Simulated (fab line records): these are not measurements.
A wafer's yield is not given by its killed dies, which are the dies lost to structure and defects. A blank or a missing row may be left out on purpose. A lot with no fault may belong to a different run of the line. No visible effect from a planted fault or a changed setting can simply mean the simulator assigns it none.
Which of the tools did it?	flow n5 finfet	10 lots with 29 wafers sampled at 6 steps, on a route of 1938 steps

## WHAT THE GAUGES SHOWED, per wafer
N5_BEOL_M3_CD_MEAS_18: pitch 36 nm, target cd 18 nm. Usual: 18.0 nm for cd nm, sd 0.33.
lot	measured	on	cd nm (nm)	flag
L734	day 8 15:16	cd sem-01	17.6 17.7	
L735	day 9 06:58	cd sem-03	17.5 17.8 18.3	
L738	day 9 14:38	cd sem-02	18.5 18.0 18.1	
L741	day 9 19:39	cd sem-01	18.3 18.1 18.3	
L743	day 10 02:45	cd sem-01	18.6 17.4 17.8	
L747	day 11 23:41	cd sem-02	17.7 17.8 17.8	
L750	day 12 12:28	cd sem-01	18.0 18.3 18.3	
L751	day 12 15:39	cd sem-01	18.6 18.2 18.5	
L753	day 12 19:27	cd sem-01	18.1 17.8 18.2	
L752	day 13 02:37	cd sem-03	18.3 18.2 18.3	

N5_BEOL_M3_OVL_MEAS_29. Usual: for V2_OVL the level is 0.2 nm and the standard deviation is 0.69.
lot	measured	on	V2_OVL (nm)	flag
L734	day 8 15:44	overlay-01	0.4 -0.4	
L735	day 9 07:27	overlay-01	0.9 -0.2 0.6	
L738	day 9 15:07	overlay-02	2.1 1.2 1.8	
L741	day 9 20:07	overlay-02	0.1 -0.5 0.4	
L743	day 10 03:14	overlay-02	0.0 -0.8 -0.6	
L747	day 12 00:03	overlay-02	0.7 0.4 1.2	
L750	day 12 12:57	overlay-02	0.2 0.2 1.4	
L751	day 12 16:08	overlay-02	0.9 -0.3 0.6	
L753	day 12 19:48	overlay-01	-0.4 0.5 0.4	
L752	day 13 02:58	overlay-01	-0.1 -0.7 -0.1	

N5_BEOL_M3_OCD_MEAS_38. Usual: 55.2 nm for trench depth nm, sd 1.
lot	measured	on	trench depth nm (nm)	flag
L734	day 8 23:46	ocd-02	55.0 55.2	
L735	day 9 10:30	ocd-02	54.5 55.4 54.0	
L738	day 9 17:01	ocd-02	54.2 55.8 53.9	
L741	day 9 21:19	ocd-02	54.6 54.4 53.9	
L743	day 10 09:04	ocd-02	55.6 54.5 56.0	
L747	day 12 02:57	ocd-02	39.3 38.7 40.3	OFF
L750	day 12 14:12	ocd-02	39.6 40.0 38.7	OFF
L751	day 12 20:17	ocd-02	39.6 39.4 37.7	OFF
L753	day 13 00:02	ocd-02	55.0 55.8 54.5	
L752	day 13 10:54	ocd-02	54.5 55.5 54.8	

N5_BEOL_M3_CD_MEAS_35: target cd 18 nm, target cd y 21 nm. Usual: 18.1 nm for cd nm, sd 0.35.
lot	measured	on	cd nm (nm)	flag
L734	day 8 23:56	cd sem-02	18.0 18.4	
L735	day 9 10:39	cd sem-03	18.0 17.7 18.3	
L738	day 9 17:10	cd sem-03	18.5 17.9 18.1	
L741	day 9 21:28	cd sem-02	18.4 18.5 18.5	
L743	day 10 09:13	cd sem-01	18.2 17.7 17.8	
L747	day 12 03:06	cd sem-03	17.8 18.1 17.1	
L750	day 12 14:22	cd sem-02	18.0 17.7 17.9	
L751	day 12 20:26	cd sem-02	17.8 17.6 18.2	
L753	day 13 00:12	cd sem-03	17.5 17.6 18.0	
L752	day 13 11:03	cd sem-02	18.0 18.1 18.2	

N5_BEOL_M4_RC_MEAS_101. Usual: DIBL_N 36.0 mV/V, standard deviation 1.9; DIBL_P 36.0 mV/V, standard deviation 2.1; IOFF_N 0.155 nA/um, standard deviation 0.029; IOFF_P 0.20 nA/um, standard deviation 0.032; ION_N 672 uA/um, standard deviation 11; ION_P 461 uA/um, standard deviation 6.9; SS_N 71.5 mV/dec, standard deviation 0.58; SS_P 73.2 mV/dec, standard deviation 0.64; VT_N 250.4 mV, standard deviation 2.9; VT_P -251.0 mV, standard deviation 2.8.
lot	measured	on	DIBL_N (mV/V)	DIBL_P (mV/V)	IOFF_N (nA/um)	IOFF_P (nA/um)	ION_N (uA/um)	ION_P (uA/um)	SS_N (mV/dec)	SS_P (mV/dec)	VT_N (mV)	VT_P (mV)	flag
L734	day 9 18:07	prober-01	34.8 36.1	34.1 35.2	0.124 0.143	0.19 0.20	666 660	460 460	71.1 71.8	72.9 73.1	252.0 251.5	-249.1 -249.3	
L735	day 9 22:37	prober-02	40.6 39.2 41.7	39.6 39.2 41.4	0.218 0.194 0.236	0.27 0.25 0.30	676 686 678	465 466 467	72.8 72.2 72.6	74.5 74.2 74.4	248.8 246.9 246.5	-248.0 -246.9 -246.9	
L738	day 10 11:44	prober-01	38.1 35.3 37.7	38.0 34.2 37.6	0.178 0.125 0.177	0.22 0.17 0.21	688 671 690	468 459 464	71.8 71.0 71.1	73.3 72.6 73.1	247.4 253.8 247.6	-249.7 -253.8 -250.1	
L741	day 10 21:57	prober-01	35.5 37.3 35.1	34.8 36.5 34.4	0.148 0.174 0.130	0.20 0.22 0.19	677 681 656	465 468 456	71.8 71.6 71.6	72.5 73.5 72.4	250.3 250.7 255.0	-251.6 -251.2 -252.9	
L743	day 11 06:49	prober-01	35.9 34.2 37.2	36.1 34.0 36.8	0.174 0.141 0.195	0.21 0.17 0.22	683 652 689	463 451 462	71.9 71.5 72.0	73.4 73.0 74.3	245.5 252.5 247.2	-251.0 -252.2 -251.3	
L747	day 12 21:11	prober-01	35.9 37.4 35.4	37.6 38.4 37.0	0.158 0.185 0.133	0.19 0.20 0.17	682 674 658	463 457 456	71.7 71.9 71.7	73.3 74.1 73.5	251.3 250.6 255.4	-253.3 -255.3 -255.4	
L750	day 13 15:59	prober-02	38.0 36.2 38.5	36.8 35.3 37.9	0.169 0.148 0.187	0.22 0.20 0.23	676 673 679	469 462 460	72.0 70.9 71.9	73.9 73.6 74.0	249.1 250.4 246.4	-247.3 -249.4 -247.4	
L751	day 14 00:02	prober-02	33.6 32.7 34.6	33.1 32.2 33.9	0.130 0.124 0.132	0.18 0.17 0.19	675 673 656	467 464 457	71.5 70.7 70.9	72.1 72.4 72.7	250.5 255.6 253.0	-250.3 -251.7 -251.1	
L753	day 13 23:31	prober-01	37.5 35.8 38.0	36.0 34.7 36.4	0.179 0.147 0.173	0.23 0.20 0.24	672 678 657	465 460 450	71.6 71.1 71.5	73.9 72.9 73.8	248.6 251.6 248.6	-246.8 -250.3 -252.1	
L752	day 14 01:47	prober-01	34.4 33.3 32.8	35.1 33.1 33.0	0.149 0.118 0.119	0.19 0.15 0.16	682 661 674	466 450 462	71.6 71.0 70.4	73.0 72.6 72.9	252.9 255.5 251.2	-249.1 -255.7 -253.9	

## WHAT TOOL EACH LOT RAN ON (gives the tool, then ch and the chambers of the sampled wafers, and finally the start)
lot	N5_BEOL_M3_TRENCH_ETCH_37
L734	rie diel-01 ch 1,2, day 8 23:37
L735	rie diel-04 ch 0,1, day 9 10:21
L738	rie diel-04 ch 2,3, day 9 16:52
L741	rie diel-05 ch 0,1,3, day 9 21:10
L743	rie diel-01 ch 0,1,2, day 10 08:53
L747	rie diel-04 ch 0,2,3, day 12 02:47
L750	rie diel-04 ch 2,3, day 12 14:03
L751	rie diel-04 ch 0,2,3, day 12 20:08
L753	rie diel-01 ch 0, day 12 23:40
L752	rie diel-01 ch 0,1,2, day 13 10:45
- N5_BEOL_M3_TRENCH_ETCH_37: etches SiOC in C4F6/O2, target depth 55.555 nm, time 29.2 s.

## WHAT THE TOOLS THEMSELVES READ (means of the sampled wafers that have a number; where no wafer has one, the mark that the record gives instead)
N5_BEOL_M3_TRENCH_ETCH_37. Usual: O2_flow_sccm 10.01 sccm, standard deviation 0.034; drypump motor current A 5.7 A, standard deviation 0.34; oes_f_703_au 0.79 a.u., standard deviation 0.091; oes product au 0.79 a.u., standard deviation 0.094; rf fwd power W 350.7 W, standard deviation 1.6; rf vpp V 664 V, standard deviation 14; showerhead plenum p Torr 2.86 Torr, standard deviation 0.085; throttle valve pct 20.78 %, standard deviation 0.3.
lot	tool	O2_flow_sccm (sccm)	drypump motor current A (A)	oes_f_703_au (a.u.)	oes product au (a.u.)	rf fwd power W (W)	rf vpp V (V)	showerhead plenum p Torr (Torr)	throttle valve pct (%)	flag
L734	rie diel-01	10.00	5.5	0.72	0.71	350.4	677	2.82	21.07	
L735	rie diel-04	10.04	5.8	0.69	0.69	348.5	660	2.93	21.05	
L738	rie diel-04	10.00	6.0	0.93	0.93	350.3	669	2.87	20.54	
L741	rie diel-05	9.98	5.4	0.77	0.76	349.8	658	2.91	20.86	
L743	rie diel-01	10.01	5.4	0.75	0.74	350.6	666	2.84	21.01	
L747	rie diel-04	9.96	5.9	0.58	0.73	137.6	791	2.87	20.54	OFF
L750	rie diel-04	10.02	6.1	0.55	0.70	138.6	803	2.81	20.37	OFF
L751	rie diel-04	10.01	5.9	0.57	0.72	137.0	792	2.86	20.53	OFF
L753	rie diel-01	10.02	5.3	0.81	0.78	351.2	645	2.87	20.90	
L752	rie diel-01	9.99	5.4	0.84	0.83	351.1	665	2.83	20.90	

## THE ANSWER, worked out from the rows above alone
Rule: take the mean of a lot's wafers that have a number; if it is more than 3 standard deviations from the usual mean, the lot is off. Also off: a lot with no number at a reading for which 4 or more lots have one. The other lots that the step has rows for count as sound. Order of review: gauges by route order, followed by the tools' own readings, for which a lot's mean as printed above is used. At the first step where some lot is off, the reading lying furthest off is the one used; lots without a number count as furthest.
Off at N5_BEOL_M3_OCD_MEAS_38 (trench depth nm): L747, L750, L751.
A tool fits if, at a process step before that reading, it ran every lot that is off, and no sound lot after the first of them. The gauges at N5_BEOL_M3_OCD_MEAS_38 aren't tried: what is off there is off at N5_BEOL_M3_TRENCH_ETCH_37 too, on other tools, and a gauge's error can't cause that. One fits: N5_BEOL_M3_TRENCH_ETCH_37 on rie diel-04. A fault onset in the window from L738 (day 9 16:52, its last sound lot) to L747 (day 12 02:47, its first lot off) fits.
The tool's own readings at N5_BEOL_M3_TRENCH_ETCH_37 bear it out: on the lots that are off they differ by more than 5 times the standard deviation of the sound lots' means. rf fwd power W reads 137.7 W there against 350.3 W on the sound lots; rf vpp V reads 795 V there against 663 V on the sound lots.

## WHAT THE SIMULATOR HAD INSERTED
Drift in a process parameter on rie diel-04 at N5_BEOL_M3_TRENCH_ETCH_37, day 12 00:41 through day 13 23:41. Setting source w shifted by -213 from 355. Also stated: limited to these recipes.
Struck lots among those shown: L747, L750, L751. The rule above reached the same finding.
